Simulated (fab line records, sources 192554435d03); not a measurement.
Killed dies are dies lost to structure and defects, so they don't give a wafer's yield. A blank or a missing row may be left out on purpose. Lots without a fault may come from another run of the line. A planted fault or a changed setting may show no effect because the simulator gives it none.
fab line records | flow n5_finfet
record lots=24 wafers=72 last_day=18
route steps=1938 shown BEOL_M5@1183 BEOL_M6@1197 BEOL_M7@1265
lots that met no fault: from a run of the same line without faults
start_h: hours from the record's first day to the start of the lot's first wafer shown | wait_h: hours since the lot's step before | " the same as in the row above | L1.1+2: a row that stands for several wafers | - no value, or no start given | * or withheld: withheld | < > ~ a bound
route shown NAME@n: a module of which the file shows steps, and the number in the route of the first | usual: mean/standard deviation of fault-free wafers | same: alike in all rows | chamber/n: place in a boat | sites: the reading at each site | _std_site: their standard deviation | _edge_site: outer sites' mean less inner sites' | radius_mm: how far each site lies from the wafer's centre | mask NAME#n: copy n | behind: the tool/chamber that last shaped the wafer | hold: why the lot was held/for how many hours/how that ended | device: the transistor (n, p or np) that didn't switch | end of line: the same wafers' tests at the end of the route | a step without rows: its recipe alone | killed: dies lost to structure and defects at the first sort, not the wafer's yield | map: a wafer's dies, x killed, . not, _ none there
set.NAME: the setting as run; set.NAME@STEP: as run at that earlier step | model.NAME: the simulator's own value behind a step, which no gauge read
steps of the route over a sample of lots; a table a step, a row a wafer
services: from which hour (start_h, from the record's first day; less than 0 if before it) a tool's chamber was out of use, for how many hours, and why
## steps
# step N5_BEOL_M5_SPUTTER_90
# recipe material=Cu target_thk_a=45 temp_c=-20 chamber_pressure_pa=0.07 power_w=withheld time_s=8.29
# usual chuck_gas_flow_sccm=1.25/0.051 throttle_valve_pct=29.7/0.81
# columns lot.wafer tool chamber start_h wait_h chuck_gas_flow_sccm throttle_valve_pct
L074.1 pvd_sputter-01 - 188.87 0.5 1.26 30.5
L074.3 " - " " 1.28 31.5
L074.4 " - " " 1.14 29.9
L075.2 pvd_sputter-02 - 189.73 0.5 1.30 29.1
L075.5 " - " " 1.23 29.1
L075.6 " - " " 1.24 30.2
L077.1 pvd_sputter-02 - 194.53 0.5 1.23 29.2
L077.4 " - " " 1.20 29.1
L077.5 " - " " 1.31 29.0
L076.1 pvd_sputter-02 - 199.88 0.5 1.20 29.2
L076.2 " - " " 1.21 29.6
L076.4 " - " " 1.24 29.1
L078.3 pvd_sputter-03 - 210.72 0.5 1.32 29.3
L078.4 " - " " 1.25 28.3
L078.5 " - " " 1.20 30.5
L079.1 pvd_sputter-02 - 213.83 0.5 1.28 29.2
L079.3 " - " " 1.26 30.1
L079.4 " - " " 1.26 29.3
L080.2 pvd_sputter-02 - 222.19 0.5 1.28 29.2
L080.5 " - " " 1.19 29.6
L080.6 " - " " 1.24 30.2
L081.1 pvd_sputter-03 - 225.90 0.5 1.32 28.7
L081.3 " - " " 1.12 30.9
L081.4 " - " " 1.26 31.1
L082.2 pvd_sputter-02 - 238.64 0.5 1.27 29.8
L082.4 " - " " 1.21 30.6
L082.5 " - " " 1.27 29.3
L083.1 pvd_sputter-03 - 245.60 0.5 1.20 30.7
L083.4 " - " " 1.32 28.5
L083.5 " - " " 1.19 29.0
L084.1 pvd_sputter-02 - 247.22 0.5 1.27 29.1
L084.5 " - " " 1.25 30.2
L084.6 " - " " 1.26 29.6
L085.2 pvd_sputter-02 - 259.33 0.5 1.28 29.0
L085.3 " - " " 1.27 29.1
L085.4 " - " " 1.24 30.4
L086.1 pvd_sputter-02 - 263.76 0.5 1.25 30.4
L086.3 " - " " 1.27 29.0
L086.5 " - " " 1.20 29.2
L088.1 pvd_sputter-03 - 266.01 0.5 1.32 30.9
L088.2 " - " " 1.35 28.5
L088.5 " - " " 1.23 30.8
L087.1 pvd_sputter-01 - 267.67 0.5 1.24 30.5
L087.5 " - " " 1.36 29.5
L087.6 " - " " 1.25 29.7
L089.1 pvd_sputter-03 - 271.70 0.5 1.18 31.0
L089.4 " - " " 1.26 30.8
L089.5 " - " " 1.26 31.1
L090.2 pvd_sputter-02 - 286.54 0.5 1.22 29.8
L090.3 " - " " 1.24 30.4
L090.5 " - " " 1.35 29.0
L092.2 pvd_sputter-02 - 294.17 0.5 1.37 29.5
L092.4 " - " " 1.17 29.1
L092.5 " - " " 1.22 29.5
L093.3 pvd_sputter-01 - 297.01 0.5 1.18 30.7
L093.5 " - " " 1.31 29.9
L093.6 " - " " 1.25 31.6
L094.2 pvd_sputter-01 - 306.17 0.5 1.26 30.3
L094.3 " - " " 1.33 29.7
L094.5 " - " " 1.27 29.8
L095.1 pvd_sputter-03 - 314.26 0.5 1.21 30.8
L095.4 " - " " 1.23 29.2
L095.6 " - " " 1.14 31.2
L096.2 pvd_sputter-02 - 316.02 0.5 1.30 28.7
L096.4 " - " " 1.17 30.3
L096.5 " - " " 1.26 29.2
L097.3 pvd_sputter-02 - 323.08 0.5 1.20 29.5
L097.5 " - " " 1.29 29.5
L097.6 " - " " 1.36 29.1
L091.3 pvd_sputter-02 - 333.00 0.5 1.30 29.1
L091.4 " - " " 1.33 28.9
L091.5 " - " " 1.25 29.5
# step N5_BEOL_M5_INSPECT_58
# recipe inspect_instrument=darkfield mode=post_dep
# usual raw_defect_count=81/28
# columns lot.wafer tool chamber start_h wait_h raw_defect_count
L074.1 defect_inspect-02 - 189.95 0.0 84
L074.3 " - " " 124
L074.4 " - " " 77
L075.2 defect_inspect-02 - 190.95 0.0 73
L075.5 " - " " 73
L075.6 " - " " 101
L077.1 defect_inspect-02 - 195.64 0.0 84
L077.4 " - " " 56
L077.5 " - " " 52
L076.1 defect_inspect-02 - 200.98 0.0 41
L076.2 " - " " 68
L076.4 " - " " 33
L078.3 defect_inspect-01 - 211.86 0.0 64
L078.4 " - " " 91
L078.5 " - " " 100
L079.1 defect_inspect-01 - 214.92 0.0 51
L079.3 " - " " 52
L079.4 " - " " 90
L080.2 defect_inspect-01 - 223.27 0.0 60
L080.5 " - " " 83
L080.6 " - " " 70
L081.1 defect_inspect-02 - 228.09 0.0 114
L081.3 " - " " 83
L081.4 " - " " 105
L082.2 defect_inspect-02 - 239.81 0.0 163
L082.4 " - " " 87
L082.5 " - " " 113
L083.1 defect_inspect-01 - 246.70 0.0 71
L083.4 " - " " 57
L083.5 " - " " 51
L084.1 defect_inspect-02 - 248.30 0.0 66
L084.5 " - " " 64
L084.6 " - " " 63
L085.2 defect_inspect-01 - 260.50 0.0 50
L085.3 " - " " 94
L085.4 " - " " 66
L086.1 defect_inspect-01 - 264.85 0.0 64
L086.3 " - " " 50
L086.5 " - " " 41
L088.1 defect_inspect-01 - 267.09 0.0 55
L088.2 " - " " 88
L088.5 " - " " 115
L087.1 defect_inspect-02 - 268.77 0.0 61
L087.5 " - " " 104
L087.6 " - " " 82
L089.1 defect_inspect-02 - 272.78 0.0 98
L089.4 " - " " 103
L089.5 " - " " 107
L090.2 defect_inspect-02 - 287.78 0.0 110
L090.3 " - " " 74
L090.5 " - " " 81
L092.2 defect_inspect-02 - 295.27 0.0 65
L092.4 " - " " 125
L092.5 " - " " 76
L093.3 defect_inspect-01 - 298.33 0.0 86
L093.5 " - " " 124
L093.6 " - " " 101
L094.2 defect_inspect-02 - 307.26 0.0 150
L094.3 " - " " 133
L094.5 " - " " 86
L095.1 defect_inspect-01 - 315.53 0.0 32
L095.4 " - " " 62
L095.6 " - " " 60
L096.2 defect_inspect-02 - 317.10 0.0 71
L096.4 " - " " 49
L096.5 " - " " 94
L097.3 defect_inspect-01 - 324.53 0.0 102
L097.5 " - " " 125
L097.6 " - " " 68
L091.3 defect_inspect-02 - 334.08 0.0 88
L091.4 " - " " 83
L091.5 " - " " 75
# step N5_BEOL_M6_PECVD_70
# recipe material=SiO2 target_thk_a=200 temp_c=400 precursor=TEOS/O2 pressure_torr=5.5 rf_w=450 teos_flow_sccm=53.8 gas=O2 flow_sccm=3000 time_s=22.7
# usual heater_power_w=738/72 showerhead_plenum_p_Torr=8.77/0.049 throttle_valve_pct=22.2/1.1
# columns lot.wafer tool chamber start_h wait_h heater_power_w showerhead_plenum_p_Torr throttle_valve_pct
L074.1 pecvd-04 1 190.60 0.0 830 8.80 21.7
L074.3 " 2 " " 627 8.73 21.0
L074.4 " 2 " " 619 8.73 21.1
L075.2 pecvd-01 1 191.60 0.0 758 8.73 22.4
L075.5 " 1 " " 782 8.70 22.4
L075.6 " 0 " " 754 8.77 22.5
L077.1 pecvd-04 2 196.30 0.0 618 8.74 21.2
L077.4 " 1 " " 775 8.79 21.5
L077.5 " 0 " " 791 8.71 22.7
L076.1 pecvd-01 0 201.63 0.0 636 8.81 22.4
L076.2 " 1 " " 874 8.68 22.1
L076.4 " 2 " " 759 8.82 23.0
L078.3 pecvd-02 0 212.53 0.0 802 8.82 21.5
L078.4 " 2 " " 681 8.73 23.4
L078.5 " 1 " " 627 8.83 23.7
L079.1 pecvd-04 2 215.57 0.0 658 8.73 21.4
L079.3 " 1 " " 686 8.78 21.4
L079.4 " 1 " " 715 8.80 21.3
L080.2 pecvd-04 1 223.95 0.0 802 8.81 21.4
L080.5 " 1 " " 832 8.81 21.7
L080.6 " 2 " " 623 8.76 21.2
L081.1 pecvd-04 2 228.77 0.0 650 8.75 21.4
L081.3 " 0 " " 749 8.73 22.7
L081.4 " 2 " " 641 8.72 21.3
L082.2 pecvd-02 1 240.46 0.0 635 8.83 24.2
L082.4 " 2 " " 796 8.72 23.6
L082.5 " 1 " " 660 8.86 24.0
L083.1 pecvd-04 2 247.35 0.0 623 8.74 21.3
L083.4 " 2 " " 614 8.75 21.2
L083.5 " 0 " " 746 8.72 23.0
L084.1 pecvd-01 1 248.98 0.0 873 8.71 22.3
L084.5 " 1 " " 855 8.70 22.5
L084.6 " 2 " " 782 8.80 20.3
L085.2 pecvd-02 2 261.63 0.0 772 8.68 23.8
L085.3 " 1 " " 625 8.83 23.9
L085.4 " 1 " " 636 8.86 24.1
L086.1 pecvd-04 2 266.00 0.0 685 8.75 21.3
L086.3 " 0 " " 760 8.75 22.7
L086.5 " 1 " " 810 8.81 21.2
L088.1 pecvd-04 2 267.75 0.0 687 8.75 21.1
L088.2 " 0 " " 739 8.74 22.6
L088.5 " 2 " " 677 8.76 21.2
L087.1 pecvd-04 2 269.65 0.0 698 8.76 21.5
L087.5 " 2 " " 709 8.75 21.3
L087.6 " 0 " " 785 8.75 22.9
L089.1 pecvd-04 1 273.43 0.0 786 8.80 21.5
L089.4 " 0 " " 748 8.72 22.7
L089.5 " 2 " " 656 8.73 21.3
L090.2 pecvd-02 0 288.51 0.0 807 8.81 21.4
L090.3 " 1 " " 676 8.84 24.1
L090.5 " 2 " " 787 8.71 23.6
L092.2 pecvd-04 1 295.92 0.0 772 8.81 21.5
L092.4 " 1 " " 758 8.82 21.6
L092.5 " 2 " " 720 8.75 21.4
L093.3 pecvd-02 2 298.98 0.0 643 8.70 23.8
L093.5 " 1 " " 706 8.83 24.0
L093.6 " 0 " " 640 8.83 21.6
L094.2 pecvd-02 2 307.92 0.0 712 8.70 23.9
L094.3 " 1 " " 759 8.84 24.3
L094.5 " 1 " " 735 8.84 24.1
L095.1 pecvd-02 1 316.20 0.0 659 8.86 23.6
L095.4 " 1 " " 685 8.86 24.0
L095.6 " 0 " " 706 8.85 21.3
L096.2 pecvd-04 1 317.75 0.0 706 8.81 21.3
L096.4 " 2 " " 667 8.76 21.6
L096.5 " 0 " " 704 8.73 22.6
L097.3 pecvd-01 2 325.18 0.0 843 8.83 20.5
L097.5 " 1 " " 888 8.71 22.5
L097.6 " 0 " " 752 8.81 22.5
L091.3 pecvd-01 1 334.75 0.0 768 8.70 22.4
L091.4 " 2 " " 873 8.85 20.6
L091.5 " 1 " " 772 8.71 22.5
# step N5_BEOL_M6_HM_DEP_02
# recipe material=TiN target_thk_a=200 temp_c=25 chamber_pressure_pa=0.49996
# usual throttle_valve_pct=29.9/0.93
# columns lot.wafer tool chamber start_h wait_h throttle_valve_pct
L074.1 pvd_sputter-03 - 193.28 2.7 30.7
L074.3 " - " " 29.2
L074.4 " - " " 28.4
L075.2 pvd_sputter-03 - 194.54 2.9 31.4
L075.5 " - " " 29.2
L075.6 " - " " 30.8
L077.1 pvd_sputter-03 - 198.30 2.0 29.1
L077.4 " - " " 28.6
L077.5 " - " " 30.5
L076.1 pvd_sputter-01 - 201.92 0.3 29.9
L076.2 " - " " 30.8
L076.4 " - " " 31.8
L078.3 pvd_sputter-03 - 214.57 2.0 31.3
L078.4 " - " " 30.7
L078.5 " - " " 31.3
L079.1 pvd_sputter-01 - 216.25 0.7 31.5
L079.3 " - " " 29.9
L079.4 " - " " 29.6
L080.2 pvd_sputter-01 - 224.02 0.1 31.3
L080.5 " - " " 30.0
L080.6 " - " " 29.4
L081.1 pvd_sputter-03 - 229.21 0.4 28.4
L081.3 " - " " 29.4
L081.4 " - " " 30.8
L082.2 pvd_sputter-02 - 241.90 1.4 29.1
L082.4 " - " " 30.1
L082.5 " - " " 29.5
L083.1 pvd_sputter-02 - 249.82 2.5 30.2
L083.4 " - " " 29.0
L083.5 " - " " 28.9
L084.1 pvd_sputter-01 - 249.95 1.0 29.8
L084.5 " - " " 30.8
L084.6 " - " " 29.6
L085.2 pvd_sputter-01 - 263.03 1.4 29.4
L085.3 " - " " 29.6
L085.4 " - " " 31.6
L086.1 pvd_sputter-02 - 266.40 0.4 28.8
L086.3 " - " " 29.2
L086.5 " - " " 29.2
L088.1 pvd_sputter-02 - 268.90 1.1 29.7
L088.2 " - " " 28.8
L088.5 " - " " 29.0
L087.1 pvd_sputter-01 - 270.29 0.6 29.6
L087.5 " - " " 29.7
L087.6 " - " " 31.9
L089.1 pvd_sputter-02 - 274.08 0.6 29.7
L089.4 " - " " 30.4
L089.5 " - " " 29.3
L090.2 pvd_sputter-02 - 289.38 0.8 29.3
L090.3 " - " " 30.0
L090.5 " - " " 30.7
L092.2 pvd_sputter-03 - 297.07 1.1 31.2
L092.4 " - " " 30.6
L092.5 " - " " 30.6
L093.3 pvd_sputter-02 - 300.46 1.5 29.4
L093.5 " - " " 29.4
L093.6 " - " " 30.3
L094.2 pvd_sputter-02 - 309.23 1.3 29.2
L094.3 " - " " 29.6
L094.5 " - " " 29.3
L095.1 pvd_sputter-03 - 317.50 1.3 28.3
L095.4 " - " " 31.2
L095.6 " - " " 30.7
L096.2 pvd_sputter-03 - 318.34 0.6 29.3
L096.4 " - " " 28.5
L096.5 " - " " 31.3
L097.3 pvd_sputter-03 - 326.30 1.1 29.5
L097.5 " - " " 28.5
L097.6 " - " " 29.3
L091.3 pvd_sputter-02 - 337.68 2.9 29.2
L091.4 " - " " 30.4
L091.5 " - " " 29.5
# step N5_BEOL_M6_DESCUM_33
# recipe chemistry=O2 time_s=7 source_power_w=50 bias_power_w=20 pressure_mtorr=20 rf_frequency_hz=2.712e+07 temp_c=40 resist=CAR-EUV o2_flow_sccm=225
# usual drypump_motor_current_A=5.8/0.42 o2_flow_sccm=225.0/0.63 oes_product_au=0.79/0.088 rf_vpp_V=243.2/1.1 showerhead_plenum_p_Torr=2.09/0.049 throttle_valve_pct=20.46/0.22
# columns lot.wafer tool chamber start_h wait_h drypump_motor_current_A o2_flow_sccm oes_product_au rf_hours_counter_h rf_vpp_V showerhead_plenum_p_Torr throttle_valve_pct
L074.1 rie_diel-02 3 195.23 0.2 5.2 225.7 0.71 197 242.5 2.09 20.35
L074.3 " 0 " " 6.1 225.3 0.89 26 243.5 2.14 20.36
L074.4 " 2 " " 6.6 224.9 0.75 176 245.7 2.18 20.84
L075.2 rie_diel-01 3 198.07 0.2 6.7 225.5 0.70 239 244.6 2.15 20.77
L075.5 " 3 " " 6.7 224.5 0.70 - 244.0 2.15 20.74
L075.6 " 2 " " 5.6 225.1 0.77 - 241.1 2.02 20.60
L077.1 rie_diel-04 1 199.98 0.1 5.6 225.7 0.81 96 242.2 2.10 20.53
L077.4 " 2 " " 6.0 226.2 0.79 - 244.4 2.09 20.07
L077.5 " 2 " " 6.0 224.5 0.78 - 243.2 2.09 20.07
L076.1 rie_diel-04 1 204.20 0.0 5.5 224.9 0.80 98 242.7 2.10 20.53
L076.2 " 2 " " 5.9 225.5 0.77 110 243.3 2.09 20.08
L076.4 " 2 " " 6.0 224.7 0.78 - 242.6 2.09 20.06
L078.3 rie_diel-04 1 217.58 0.1 5.5 223.6 0.80 104 244.1 2.10 20.55
L078.4 " 3 " " 5.6 224.9 0.99 4 243.7 2.15 20.57
L078.5 " 0 " " 5.3 224.8 0.70 - 242.9 2.06 20.38
L079.1 rie_diel-04 3 217.98 0.3 5.6 225.9 0.98 4 243.9 2.15 20.58
L079.3 " 1 " " 5.5 224.4 0.79 104 244.2 2.10 20.55
L079.4 " 2 " " 6.0 224.0 0.78 115 243.4 2.09 20.07
L080.2 rie_diel-02 3 225.79 0.1 5.2 226.1 0.70 208 243.3 2.09 20.36
L080.5 " 0 " " 6.1 225.8 0.88 - 244.2 2.14 20.37
L080.6 " 3 " " 5.2 225.6 0.69 - 242.5 2.09 20.35
L081.1 rie_diel-04 3 231.87 0.0 5.6 225.2 0.96 9 243.7 2.15 20.58
L081.3 " 0 " " 5.3 224.9 0.69 222 242.0 2.06 20.39
L081.4 " 2 " " 5.9 224.3 0.77 120 244.7 2.09 20.08
L082.2 rie_diel-02 0 245.58 0.1 6.2 224.7 0.86 45 244.9 2.14 20.38
L082.4 " 3 " " 5.2 225.2 0.70 215 241.7 2.08 20.37
L082.5 " 0 " " 6.2 225.1 0.85 - 243.4 2.14 20.38
L083.1 rie_diel-04 2 253.15 0.2 6.0 224.5 0.77 128 243.3 2.09 20.09
L083.4 " 0 " " 5.3 226.3 0.69 229 242.0 2.06 20.42
L083.5 " 3 " " 5.6 224.7 0.95 - 244.2 2.15 20.59
L084.1 rie_diel-02 1 253.26 0.2 5.8 225.3 0.74 176 242.8 2.08 20.64
L084.5 " 1 " " 5.8 225.3 0.75 - 243.1 2.08 20.63
L084.6 " 2 " " 6.6 224.8 0.73 - 243.8 2.17 20.86
L085.2 rie_diel-02 2 265.33 0.1 6.7 223.8 0.72 200 243.9 2.17 20.87
L085.3 " 3 " " 5.2 224.2 0.69 221 244.2 2.08 20.39
L085.4 " 0 " " 6.2 225.1 0.85 51 243.7 2.13 20.40
L086.1 rie_diel-04 2 269.19 0.0 6.0 225.5 0.76 134 244.1 2.08 20.10
L086.3 " 1 " " 5.5 223.9 0.79 122 243.3 2.09 20.58
L086.5 " 2 " " 6.0 225.1 0.76 - 243.9 2.08 20.11
L087.1 rie_diel-01 3 274.08 0.0 6.7 225.3 1.02 1 244.5 2.15 20.43
L087.5 " 3 " " 6.7 225.5 1.02 - 245.7 2.15 20.43
L087.6 " 0 " " 5.9 225.5 0.71 - 241.4 1.97 20.24
L088.1 rie_diel-02 3 274.25 0.0 5.2 225.3 0.69 224 242.9 2.08 20.38
L088.2 " 1 " " 5.8 224.8 0.74 183 243.9 2.08 20.64
L088.5 " 1 " " 5.8 224.9 0.74 - 243.5 2.08 20.63
L089.1 rie_diel-04 2 275.87 0.0 6.0 224.8 0.76 137 243.4 2.08 20.09
L089.4 " 0 " " 5.3 225.3 0.68 238 242.8 2.05 20.42
L089.5 " 2 " " 6.0 225.2 0.76 - 243.9 2.08 20.11
L090.2 rie_diel-04 3 294.73 0.7 5.6 225.7 0.92 33 243.0 2.14 20.62
L090.3 " 0 " " 5.3 224.1 0.67 247 243.7 2.05 20.42
L090.5 " 1 " " 5.6 225.0 0.77 - 244.0 2.08 20.59
L092.2 rie_diel-02 0 299.98 0.1 6.2 224.4 0.82 66 242.5 2.13 20.41
L092.4 " 3 " " 5.2 225.2 0.69 236 241.1 2.08 20.40
L092.5 " 0 " " 6.1 225.1 0.83 - 243.2 2.13 20.40
L093.3 rie_diel-04 2 302.16 0.0 6.0 224.4 0.75 148 243.9 2.08 20.13
L093.5 " 0 " " 5.3 224.7 0.67 - 241.7 2.05 20.43
L093.6 " 2 " " 6.0 224.3 0.75 - 242.3 2.08 20.12
L094.2 rie_diel-01 3 312.94 0.0 6.6 223.6 0.97 10 244.1 2.14 20.44
L094.3 " 1 " " 6.2 225.3 0.79 118 244.1 2.12 20.79
L094.5 " 2 " " 5.6 224.7 0.72 - 241.2 2.01 20.66
L095.1 rie_diel-01 2 319.18 0.0 5.6 224.2 0.72 158 241.8 2.01 20.67
L095.4 " 3 " " 6.7 225.7 0.98 - 243.6 2.14 20.46
L095.6 " 0 " " 5.9 224.4 0.71 - 241.2 1.97 20.27
L096.2 rie_diel-04 1 322.14 0.0 5.5 224.9 0.75 145 242.7 2.08 20.61
L096.4 " 3 " " 5.6 225.2 0.89 - 242.1 2.14 20.64
L096.5 " 2 " " 6.0 224.5 0.74 - 243.0 2.08 20.15
L097.3 rie_diel-04 3 328.31 0.1 5.6 225.3 0.89 43 242.4 2.14 20.63
L097.5 " 2 " " 6.0 223.7 0.74 - 244.0 2.08 20.14
L097.6 " 3 " " 5.6 225.5 0.89 - 243.6 2.14 20.63
L091.3 rie_diel-01 2 341.23 0.4 5.6 226.7 0.73 165 240.8 2.01 20.68
L091.4 " 3 " " 6.7 225.6 0.94 20 244.1 2.14 20.47
L091.5 " 3 " " 6.7 224.5 0.94 - 244.6 2.14 20.47
# step N5_BEOL_M7_THK_MEAS_01
# recipe reads=SiCOH_lowk_of_BEOL_M7_ILD_DEP_00
# usual M7_ILD_THK=155.0/2.2
# columns lot.wafer tool chamber start_h wait_h M7_ILD_THK[nm]
L074.1 film_metro-02 - 200.57 0.4 157.6
L074.3 " - " " 154.1
L074.4 " - " " 158.6
L075.2 film_metro-01 - 201.62 0.4 154.4
L075.5 " - " " 155.8
L075.6 " - " " 156.6
L077.1 film_metro-02 - 203.96 0.4 155.0
L077.4 " - " " 157.5
L077.5 " - " " 156.1
L076.1 film_metro-01 - 208.14 0.4 155.4
L076.2 " - " " 152.4
L076.4 " - " " 153.3
L078.3 film_metro-02 - 221.00 0.3 157.4
L078.4 " - " " 157.2
L078.5 " - " " 156.6
L079.1 film_metro-01 - 221.48 0.4 153.4
L079.3 " - " " 154.6
L079.4 " - " " 154.9
L080.2 film_metro-02 - 229.82 0.4 151.8
L080.5 " - " " 154.8
L080.6 " - " " 157.5
L081.1 film_metro-01 - 235.26 0.4 156.2
L081.3 " - " " 153.1
L081.4 " - " " 159.1
L082.2 film_metro-02 - 251.20 0.4 150.8
L082.4 " - " " 153.2
L082.5 " - " " 156.8
L083.1 film_metro-01 - 256.55 0.4 153.7
L083.4 " - " " 155.7
L083.5 " - " " 158.6
L084.1 film_metro-01 - 256.99 0.4 151.2
L084.5 " - " " 154.8
L084.6 " - " " 156.0
L085.2 film_metro-02 - 269.13 0.4 156.4
L085.3 " - " " 152.8
L085.4 " - " " 154.0
L086.1 film_metro-02 - 273.41 0.8 154.4
L086.3 " - " " 152.1
L086.5 " - " " 152.6
L087.1 film_metro-01 - 278.31 0.4 153.3
L087.5 " - " " 154.1
L087.6 " - " " 156.5
L088.1 film_metro-01 - 278.62 0.4 153.3
L088.2 " - " " 156.2
L088.5 " - " " 158.4
L089.1 film_metro-02 - 279.26 0.4 155.1
L089.4 " - " " 153.0
L089.5 " - " " 154.0
L090.2 film_metro-01 - 298.85 0.4 153.4
L090.3 " - " " 155.0
L090.5 " - " " 156.8
L092.2 film_metro-01 - 304.64 0.4 153.8
L092.4 " - " " 156.4
L092.5 " - " " 154.6
L093.3 film_metro-02 - 305.77 0.3 152.5
L093.5 " - " " 155.1
L093.6 " - " " 156.1
L094.2 film_metro-02 - 317.25 0.7 153.5
L094.3 " - " " 156.1
L094.5 " - " " 160.0
L095.1 film_metro-01 - 324.29 0.4 152.8
L095.4 " - " " 155.0
L095.6 " - " " 157.2
L096.2 film_metro-02 - 326.09 0.4 151.2
L096.4 " - " " 154.5
L096.5 " - " " 152.1
L097.3 film_metro-01 - 332.13 0.3 157.4
L097.5 " - " " 157.7
L097.6 " - " " 156.8
L091.3 film_metro-01 - 346.75 0.3 156.1
L091.4 " - " " 155.6
L091.5 " - " " 157.4
## services
# columns tool chamber start_h hours kind
rie_diel-02 2 165.11 1.6 repair
rie_diel-02 1 169.68 5.5 repair
rie_diel-04 3 174.05 - clean
rie_diel-04 3 174.05 - consumable_replace:focus_ring
rie_diel-04 3 174.05 32.0 scheduled_down
rie_diel-04 3 174.05 32.0 vent_cycle
rie_diel-02 - 176.27 14.6 pm
rie_diel-04 0 192.97 14.7 repair
pvd_sputter-02 - 205.02 2.0 repair
pecvd-04 0 223.66 2.1 scheduled_down
pecvd-04 2 237.47 1.8 repair
rie_diel-01 3 242.29 6.0 repair
pvd_sputter-01 - 246.25 3.0 repair
pecvd-01 0 248.25 4.4 repair
pecvd-01 1 260.05 5.9 repair
pecvd-02 - 265.18 2.9 repair
pecvd-02 - 268.09 2.8 pm
rie_diel-01 1 269.22 5.2 repair
rie_diel-01 - 280.26 14.6 pm
rie_diel-01 1 315.35 8.1 repair
rie_diel-02 1 318.16 4.5 repair
rie_diel-02 3 322.29 6.9 repair
pecvd-02 - 323.87 14.6 pm
pvd_sputter-01 - 335.05 1.8 repair
## key
fault none
